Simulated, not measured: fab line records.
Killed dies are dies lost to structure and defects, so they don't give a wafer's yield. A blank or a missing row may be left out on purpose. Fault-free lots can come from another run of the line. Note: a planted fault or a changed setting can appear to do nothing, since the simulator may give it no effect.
Which tool did it? -- flow nandHarc -- 39 wafers from 14 lots sampled at 5 of the route's 1302 steps

== WHAT EACH GAUGE READ, for each wafer ==
NHARC_A_ONON_D2_THK_MEAS_02: measures by ellipsometry. Usual: thkNm at 998 nm, with a standard deviation of 8.2.
lot,measured,on,thkNm (nm),flag
L240,day 12 22:38,filmMetro-02,1013 1015 1013,
L242,day 13 14:25,filmMetro-02,1003 1003 1003,
L243,day 14 04:19,filmMetro-01,989 989 989,
L247,day 15 19:04,filmMetro-02,1526 1528,OFF
L248,day 16 10:32,filmMetro-02,1008 1542,OFF
L250,day 16 18:36,filmMetro-01,989 1523,OFF
L251,day 17 07:18,filmMetro-02,994 993 993,
L253,day 18 08:43,filmMetro-02,1003 1000 1004,
L254,day 19 00:04,filmMetro-02,1001 1000 999,
L256,day 19 18:41,filmMetro-02,1012 1012 1014,
L257,day 20 00:32,filmMetro-01,1000 1000 999,
L259,day 20 22:59,filmMetro-02,1005 1006 1006,
L258,day 20 23:00,filmMetro-01,1006 1004 1004,
L262,day 21 17:56,filmMetro-01,998 995 996,

NHARC_END_SORT_01. Usual: killedAtArray 56, standard deviation 20; killedAtOther 0.9, standard deviation 1.1; killedAtPeriphery 3.7, standard deviation 3; killedDies 61, standard deviation 21; killedOpen 2.9, standard deviation 1.6; killedShort 2.6, standard deviation 1.4.
lot,measured,on,killedAtArray,killedAtOther,killedAtPeriphery,killedDies,killedOpen,killedShort,flag
L247,day 27 16:52,prober-01,676 675,0 0,1 2,677 677,5 3,6 1,OFF
L248,day 28 16:14,prober-01,43 670,4 3,8 4,55 677,4 2,3 3,OFF
L250,day 28 21:36,prober-01,82 662,1 2,11 13,94 677,3 3,2 5,OFF
L251,day 29 06:41,prober-02,49 37 49,1 1 1,2 2 2,52 40 52,2 3 4,1 2 3,
L254,day 31 04:50,prober-02,43 49,0 0,4 2,47 51,2 2,3 3,

== EACH LOT AND THE TOOL THAT RAN IT (in order: tool; ch and the chambers of the sampled wafers; start) ==
lot,NHARC_A_CHANNEL_FILL_D1_ETCHBACK_19,NHARC_A_DECK1_JOINT_CMP_02,NHARC_A_ONON_D2_DEP_00
L240,"rieSi-01 ch 0,2,3, day 10 12:08","cmp-03 ch 0,1,3, day 12 21:21","pecvdOnon-02 ch 0, day 12 22:11"
L242,"rieSi-06 ch 0,3, day 11 04:05","cmp-01 ch 1,2,3, day 13 13:11","pecvdOnon-02 ch 0, day 13 13:58"
L243,"rieSi-02 ch 0,2,3, day 11 09:25","cmp-01 ch 1,2,3, day 14 03:02","pecvdOnon-02 ch 0, day 14 03:49"
L247,"rieSi-02 ch 0,3, day 13 04:49","cmp-03 ch 2,3, day 15 17:49","pecvdOnon-03 ch 0, day 15 18:37"
L248,"rieSi-01 ch 2,3, day 13 22:41","cmp-04 ch 0,1, day 16 09:13","pecvdOnon-03 ch 0, day 16 10:11"
L250,"rieSi-02 ch 0,2, day 14 05:41","cmp-04 ch 0,3, day 16 17:19","pecvdOnon-03 ch 0, day 16 18:05"
L251,"rieSi-06 ch 0,2,3, day 14 19:24","cmp-03 ch 1,2, day 17 06:02","pecvdOnon-01 ch 0, day 17 06:47"
L253,"rieSi-02 ch 1,2,3, day 15 19:48","cmp-04 ch 0,2,3, day 18 07:19","pecvdOnon-01 ch 0, day 18 08:12"
L254,"rieSi-02 ch 1,3, day 16 13:23","cmp-04 ch 0,2,3, day 18 22:47","pecvdOnon-03 ch 0, day 18 23:33"
L256,"rieSi-06 ch 1,2, day 17 05:35","cmp-01 ch 0,1, day 19 17:25","pecvdOnon-03 ch 0, day 19 18:14"
L257,"rieSi-06 ch 1,2,3, day 17 11:43","cmp-03 ch 0,3, day 19 23:15","pecvdOnon-03 ch 0, day 20 00:01"
L259,"rieSi-02 ch 0,1, day 18 04:12","cmp-01 ch 0,1, day 20 21:43","pecvdOnon-03 ch 0, day 20 22:29"
L258,"rieSi-06 ch 1,2,3, day 18 04:14","cmp-04 ch 0,2, day 20 21:44","pecvdOnon-01 ch 0, day 20 22:37"
L262,"rieSi-06 ch 1,2,3, day 19 08:02","cmp-03 ch 0,1,3, day 21 16:35","pecvdOnon-02 ch 0, day 21 17:25"
- NHARC_A_CHANNEL_FILL_D1_ETCHBACK_19: etches the open film in HBr/Cl2, target depth 5 nm, time 1.7 s.
- NHARC_A_DECK1_JOINT_CMP_02: polishes SiOx.
- NHARC_A_ONON_D2_DEP_00: target thk 1000 nm.

== WHAT THE TOOLS THEMSELVES READ (means of the sampled wafers that have a number; where no wafer has one, the mark that the record gives instead) ==
NHARC_A_CHANNEL_FILL_D1_ETCHBACK_19. Usual: drypumpMotorCurrentA 5.5 A, standard deviation 0.4; heBacksideLeakSccm 2.70 sccm, standard deviation 0.22; mfcCl2Sccm 50.01 sccm, standard deviation 0.15; oesProductAu 1.008 a.u., standard deviation 0.013; throttleValvePct 26.407 %, standard deviation 0.0097.
lot,tool,drypumpMotorCurrentA (A),heBacksideLeakSccm (sccm),mfcCl2Sccm (sccm),oesProductAu (a.u.),throttleValvePct (%),flag
L240,rieSi-01,5.5,2.74,50.02,1.007,26.394,
L242,rieSi-06,5.7,2.60,50.02,1.009,26.408,
L243,rieSi-02,5.4,2.59,49.99,1.004,26.414,
L247,rieSi-02,5.3,2.77,49.91,0.996,26.410,
L248,rieSi-01,5.7,2.63,50.02,1.026,26.402,
L250,rieSi-02,5.3,2.64,50.02,1.015,26.412,
L251,rieSi-06,5.4,2.73,50.00,1.016,26.410,
L253,rieSi-02,5.7,2.60,50.00,1.009,26.411,
L254,rieSi-02,5.7,2.53,50.32,0.995,26.411,
L256,rieSi-06,5.2,2.74,49.76,1.015,26.408,
L257,rieSi-06,5.5,2.60,49.95,1.006,26.406,
L259,rieSi-02,5.9,2.84,50.11,1.003,26.409,
L258,rieSi-06,5.4,2.69,50.12,1.009,26.409,
L262,rieSi-06,5.4,2.66,50.08,1.012,26.400,

NHARC_A_DECK1_JOINT_CMP_02. Usual: motorCurrentA 12.5 A, standard deviation 1.5; slurryFlowMlMin 150.0, standard deviation 0.48.
lot,tool,motorCurrentA (A),slurryFlowMlMin,flag
L240,cmp-03,12.4,150.1,
L242,cmp-01,11.9,149.7,
L243,cmp-01,12.2,150.4,
L247,cmp-03,12.4,150.8,
L248,cmp-04,13.1,150.3,
L250,cmp-04,11.5,149.7,
L251,cmp-03,12.7,149.8,
L253,cmp-04,11.6,149.5,
L254,cmp-04,11.9,150.3,
L256,cmp-01,11.7,149.5,
L257,cmp-03,12.1,149.9,
L259,cmp-01,11.9,150.5,
L258,cmp-04,11.7,149.9,
L262,cmp-03,12.8,150.3,

== THE ANSWER, worked out from the rows above alone ==
Rule: lot off if the mean of its wafers having a number is beyond 3 standard deviations from the usual mean. A lot without any number at a reading at which 4 lots or more have one is off too. Where the step has rows for the other lots, those lots are counted as sound. Order of review: gauges by route order, followed by the tools' own readings, for which a lot's mean as printed above is used. At the first step where some lot is off, the reading lying furthest off is the one used; lots without a number count as furthest.
Off: L247, L248, L250 (NHARC_A_ONON_D2_THK_MEAS_02, thkNm).
If a tool, at a process step before that reading, ran all the lots that are off and no sound lot after the first of them, it fits. The gauges at NHARC_A_ONON_D2_THK_MEAS_02 aren't tried: what is off there is off at NHARC_END_SORT_01 too, on other tools, and a gauge's error can't cause that. No candidate that was tried fits.

== WHAT THE SIMULATOR PUT IN ==
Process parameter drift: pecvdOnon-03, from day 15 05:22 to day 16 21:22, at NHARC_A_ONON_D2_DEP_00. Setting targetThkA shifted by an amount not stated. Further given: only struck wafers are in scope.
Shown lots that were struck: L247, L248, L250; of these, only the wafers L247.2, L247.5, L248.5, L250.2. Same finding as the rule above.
